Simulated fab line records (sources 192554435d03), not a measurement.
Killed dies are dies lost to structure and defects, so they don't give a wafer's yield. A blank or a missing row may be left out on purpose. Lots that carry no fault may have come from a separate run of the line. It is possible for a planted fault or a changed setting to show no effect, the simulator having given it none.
A lot that was struck, set against a sound lot :: flow n5 finfet :: 27 out of 1938 route steps
Sound: these wafers, L733.1, L733.5, L733.6. Struck: wafer L731.1. (L731.2, L731.3 of the same lot were not struck and are left out.) The cause comes at the end.
Each step with rows lists, per side, the tool, then ch with its chambers, then its first start. Under that, the readings that differ: sound wafers :: struck wafers :: difference of the means :: sigmas: that difference in standard deviations of wafers without a fault.
alike: same words and numbers on both sides, and readings whose means sit less than 2 such deviations apart. not compared: any withheld reading, any reading some wafer has no value for, any bound like >300 that may hide the same value, and any number with overlapping values for which the record gives no deviation.
Wherever a step has rows on one side only, a row that says differs or no value, or a row with sigmas, the two part there. Non-overlapping numbers with no deviation appear without sigmas and do not part them. A reading that every wafer of one side lacks parts them only if that side has two wafers or more.

first, 12 steps without rows for these wafers: N5_MOL_CONTACT_COAG_ETCH_89 (etches underlayer in N2/H2, target depth 13 nm, time 10.4 s); N5_MOL_CONTACT_COAG_ETCH_90 (etches SiARC in CF4, target depth 13 nm, time 21.7 s); N5_MOL_CONTACT_COAG_ALD_131 (deposits SiO2, target thk 5 nm, pulse time 1 s, co reactant pulse time 1 s); N5_MOL_CONTACT_COAG_ETCHBACK_132 (etches SiO2 in CHF3, target depth 10 nm, time 6.7 s); N5_MOL_CONTACT_COAG_ETCH_91 (etches SOC in N2/H2, target depth 60 nm, overetch 21 nm, time 101.2 s); N5_MOL_CONTACT_COAG_STRIP_92 (strips in N2/H2); N5_MOL_CONTACT_COAG_STRIP_93 (strips in N2/H2); N5_MOL_CONTACT_COAG_ETCHBACK_135 (etches SiO2 in CHF3, target depth 25 nm, time 16.7 s); N5_MOL_CONTACT_COAG_STRIP_118 (strips in CHF3); N5_MOL_CONTACT_COAG_VIA_ETCH_46 (etches SiO2 in C4F6/O2, target depth 46 nm, overetch 9.2 nm, time 40 s); N5_MOL_CONTACT_COAG_STRIP_96 (strips in N2/H2); N5_MOL_CONTACT_COAG_ETCH_47 (etches SiNx in CH3F/O2, stops on W, target depth 27 nm).
N5_MOL_CONTACT_COAG_STRIP_119: strips in N2/H2, time 30 s.
  sound on plasma asher-02 ch 0,1, day 10 21:14; struck on plasma asher-01 ch 0, day 10 01:44
  alike: drypump motor current A, heater power w, temp c
  not compared: rf hours counter h
then, 11 steps without rows for these wafers: N5_MOL_CONTACT_COAG_PRECLEAN_144 (cleans in alkaline clean, time 60 s); N5_MOL_CONTACT_COAG_SRD_145 (time 30 s); N5_MOL_CONTACT_COAG_COAT_62 (time 60 s, resist thk 60 nm); N5_MOL_CONTACT_COAG_COAT_63 (time 60 s, resist thk 10 nm); N5_MOL_CONTACT_COAG_COAT_64 (time 60 s, resist thk 10 nm); N5_MOL_CONTACT_COAG_COAT_34 (resist thk 40 nm); N5_MOL_CONTACT_COAG_EBR_36; N5_MOL_CONTACT_COAG_SOFTBAKE_35 (time 60 s); N5_MOL_CONTACT_COAG_EXPOSE_37 (exposes mask VD, defocus 0 nm); N5_MOL_CONTACT_COAG_PEB_38 (peb time 60 s); N5_MOL_CONTACT_COAG_DEVELOP_39 (develop time 30 s).
N5_MOL_CONTACT_COAG_INSPECT_42: inspects for defects (brightfield).
  struck on defect inspect-02, day 10 02:25; sound on defect inspect-02, day 10 21:47
reading: raw defect count
sound: 241 264 228
struck: 1209
difference: +965
sigmas: +18
then, 1 step without rows for these wafers: N5_MOL_CONTACT_COAG_DESCUM_45 (chemistry O2, time 7 s).
-- here the record skips 10 days between the struck wafers' starts before and after, leaving off in module MOL_CONTACT_COAG and picking up in module PASSIVATION (first step shown: number 1936 of the route) --
N5_PASSIVATION_PROBE_49:
  only the struck wafers here have rows in the record (prober-02, day 20 04:02); the sound ones have none

== WHERE THEY PART ==
Last at N5_PASSIVATION_PROBE_49 as far as this record goes, first at N5_MOL_CONTACT_COAG_INSPECT_42.

WHY: whatever the simulator had introduced
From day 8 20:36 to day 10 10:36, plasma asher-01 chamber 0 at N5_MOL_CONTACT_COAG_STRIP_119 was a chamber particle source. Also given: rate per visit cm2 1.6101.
